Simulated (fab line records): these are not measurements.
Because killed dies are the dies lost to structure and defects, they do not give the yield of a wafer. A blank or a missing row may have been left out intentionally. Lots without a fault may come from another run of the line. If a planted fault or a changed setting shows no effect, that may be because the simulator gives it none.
Struck lot and sound lot, side by side :: flow nand harc :: 38 out of 1302 route steps
Sound: wafers L124.1, L124.2, L124.4. Struck: wafer L121.4. The cause is given at the end.
For every step that has rows: the tool of each side, followed by ch and its chambers, followed by its first start. Under that, the readings that differ: sound wafers :: struck wafers :: difference of the means :: sigmas: that difference in standard deviations of wafers without a fault.
alike: readings with means less than 2 such deviations apart, plus words and numbers identical on both sides. not compared: withheld readings, readings lacking a value on some wafer, bounds such as >300 that could conceal the same value, and numbers that have no deviation in the record and whose values overlap.
The two part at a step that has a row with sigmas, a row that says differs or no value, or rows on one side only. Numbers that don't overlap but have no deviation are shown without sigmas and don't part them. Lack of a reading on every wafer of one side parts them only where that side has two or more wafers.

first, 10 steps without rows for these wafers: NHARC_A_STAIRCASE_SOFTBAKE_436 (time 170 s); NHARC_A_STAIRCASE_EBR_437; NHARC_A_STAIRCASE_EXPOSE_438 (exposes mask STAIR REV); NHARC_A_STAIRCASE_PEB_439 (peb time 130 s); NHARC_A_STAIRCASE_DEVELOP_440 (time 140 s); NHARC_A_STAIRCASE_HARDBAKE_442 (time 140 s); NHARC_A_STAIRCASE_DESCUM_443 (chemistry O2, time 3 s); NHARC_A_STAIRCASE_ETCH_444 (etches the open film in C4F8/O2, target depth 20400 nm, time 6800 s); NHARC_A_STAIRCASE_STRIP_446 (strips in O2); NHARC_A_STAIRCASE_STRIP_447 (strips in SPM, time 900 s).
NHARC_A_STAIRCASE_PRECLEAN_448: cleans in SC1.
  sound on wet bench-02 ch 0,1,7, day 25 00:00; struck on wet bench-01 ch 7, day 24 00:01
following that, these wafers have no rows for 1 step: NHARC_A_STAIRCASE_SRD_449.
NHARC_A_STAIRCASE_CMP_450: polishes SiO2, target thk 200 nm.
  sound on cmp-02 ch 0,1,2, day 25 00:24; struck on cmp-03 ch 2, day 24 00:26
  alike: motor current A, slurry flow ml min
then, 3 steps without rows for these wafers: NHARC_A_STAIRCASE_CMP_152 (polishes); NHARC_A_STAIRCASE_SRD_154; NHARC_A_STAIRCASE_ETCH_403 (etches SiO2 in dHF, target depth 108.2 nm).
NHARC_A_STAIRCASE_ETCHBACK_422: etches the open film in CH3F/O2, target depth 40 nm, time 74.286 s.
  sound on rie diel-12 ch 0,3, day 25 01:14; struck on rie diel-09 ch 0, day 24 00:57
reading: throttle valve pct (%)
sound: 20.672 20.675 20.659
struck: 20.645
difference: -0.024
sigmas: -2
  alike: drypump motor current A, mfc ar sccm, oes product au, rf vpp V, showerhead plenum p Torr
  not compared: rf hours counter h
then, 2 steps without rows for these wafers: NHARC_A_STAIRCASE_ETCH_423 (etches SiO2 in dHF, target depth 30 nm); NHARC_A_STAIRCASE_ETCHBACK_157 (etches the open film in CH3F/O2, target depth 90 nm, time 167.14 s).
NHARC_A_STAIRCASE_STRIP_475: strips in O2, time 20 s.
  sound on rie diel-12 ch 0,2, day 25 02:40; struck on rie diel-09 ch 1
  alike: drypump motor current A, mfc ar sccm, oes product au, rf vpp V, showerhead plenum p Torr, throttle valve pct
  not compared: rf hours counter h
NHARC_A_STAIRCASE_DEP_471: deposits SiO2, target thk 100 nm.
  sound on pecvd-02 ch 1,2, day 25 02:46; struck on pecvd-01 ch 1, day 24 01:46
reading: throttle valve pct (%)
sound: 16.0 16.3 16.4
struck: 14.9
difference: -1.3
sigmas: -3
  alike: heater power w, showerhead vpp V
then, 2 steps without rows for these wafers: NHARC_A_STAIRCASE_CMP_472 (polishes SiO2); NHARC_A_STAIRCASE_SRD_474.
NHARC_A_SGD_CUT_DEP_00: deposits SiNx, target thk 50 nm.
  sound on pecvd-03 ch 0,1,2, day 25 03:28; struck on pecvd-04 ch 1, day 24 02:26
  alike: heater power w
then, 10 steps without rows for these wafers: NHARC_A_SGD_CUT_DEHYDRATE_01 (time 120 s); NHARC_A_SGD_CUT_HMDS_02 (time 30 s); NHARC_A_SGD_CUT_COAT_56 (time 75 s); NHARC_A_SGD_CUT_COAT_57 (time 65 s); NHARC_A_SGD_CUT_COAT_03 (resist thk 90 nm); NHARC_A_SGD_CUT_SOFTBAKE_04 (time 55 s); NHARC_A_SGD_CUT_EBR_05; NHARC_A_SGD_CUT_EXPOSE_06 (exposes mask SGD); NHARC_A_SGD_CUT_PEB_07 (peb time 65 s); NHARC_A_SGD_CUT_DEVELOP_08 (develop time 35 s).
NHARC_A_SGD_CUT_CD_MEAS_09: target cd 100 nm.
  sound on cd sem-01 ch 0, day 25 04:11; struck on cd sem-02 ch 0, day 24 03:10
  alike: cd nm
NHARC_A_SGD_CUT_OVL_MEAS_10:
  struck on overlay-01, day 24 03:15; sound on overlay-01, day 25 04:16
  alike: overlay x nm, overlay y nm
NHARC_A_SGD_CUT_DESCUM_14: chemistry O2, time 3 s.
  sound on rie diel-11 ch 0,2,3, day 25 04:22; struck on rie diel-11 ch 2, day 24 05:17
reading: hold
sound: - - -
struck: await dispo/1.7h/release
difference: no value on the sound wafers
sigmas: 
  alike: drypump motor current A, mfc ar sccm, oes product au, rf vpp V, showerhead plenum p Torr, throttle valve pct
  not compared: rf hours counter h
-- jump in the record: it breaks off in module A_SGD_CUT and resumes in module END (first step shown: number 1302 of the route), and 6 days separate the struck wafers' starts before and after --
NHARC_END_SORT_01:
  only the struck wafers appear in the record here, on prober-01 ch 0 at day 30 08:07; the sound ones have no rows

## WHERE THEY PART
First at NHARC_A_STAIRCASE_ETCHBACK_422; last, within this record, at NHARC_END_SORT_01.

WHY: the cause the simulator had injected
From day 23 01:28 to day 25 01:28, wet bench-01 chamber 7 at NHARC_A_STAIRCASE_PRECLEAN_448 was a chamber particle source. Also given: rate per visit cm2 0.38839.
